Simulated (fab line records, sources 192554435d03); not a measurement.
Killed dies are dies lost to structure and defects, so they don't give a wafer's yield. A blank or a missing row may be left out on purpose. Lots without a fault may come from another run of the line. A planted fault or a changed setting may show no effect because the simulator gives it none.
Chamber matching | flow n5_finfet | N5_BEOL_M6_ETCH_72 on rie_diel-04: 4 sister chambers
The step etches underlayer in N2/H2, target depth 6.5 nm, time 5.2 s. 4 wafers are shown with their chamber, then 9 later ones without.

WAFERS WITH THEIR CHAMBER
wafer  | chamber | showerhead_plenum_p_Torr (Torr)
L092.3 | 2       | 2.50
L094.3 | 1       | 2.41
L094.5 | 0       | 2.43
L094.6 | 3       | 2.50

WAFERS WITHOUT THEIR CHAMBER
wafer  | showerhead_plenum_p_Torr (Torr)
L093.1 | 2.50
L093.3 | 2.40
L093.5 | 2.40
L095.2 | 2.43
L095.4 | 2.40
L095.5 | 2.43
L096.3 | 2.43
L096.4 | 2.49
L096.5 | 2.40

WHICH CHAMBER EACH WENT THROUGH
wafer  | from the rows above     | in truth
L093.1 | can't be placed: 2 or 3 | 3
L093.3 | 1                       | 1
L093.5 | 1                       | 1
L095.2 | 0                       | 0
L095.4 | 1                       | 1
L095.5 | 0                       | 0
L096.3 | 0                       | 0
L096.4 | can't be placed: 2 or 3 | 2
L096.5 | 1                       | 1
Placed correctly: 7 of 9. Can't be placed from these rows: 2 (the true chamber is among the candidates in 2). Placed wrongly: 0.
How it was worked out, from the rows above alone: a wafer's distance from a chamber is the root of the sum, over the readings, of the square of ((its reading less the chamber's mean) divided by the reading's scatter). The wafer belongs to the nearest chamber; if the next one is less than 2 further off, it can't be placed. A chamber's mean is the mean of its shown wafers. The scatter: with one shown wafer a chamber, the root of the mean of the squares of how far each hidden wafer lies from its nearest shown one.
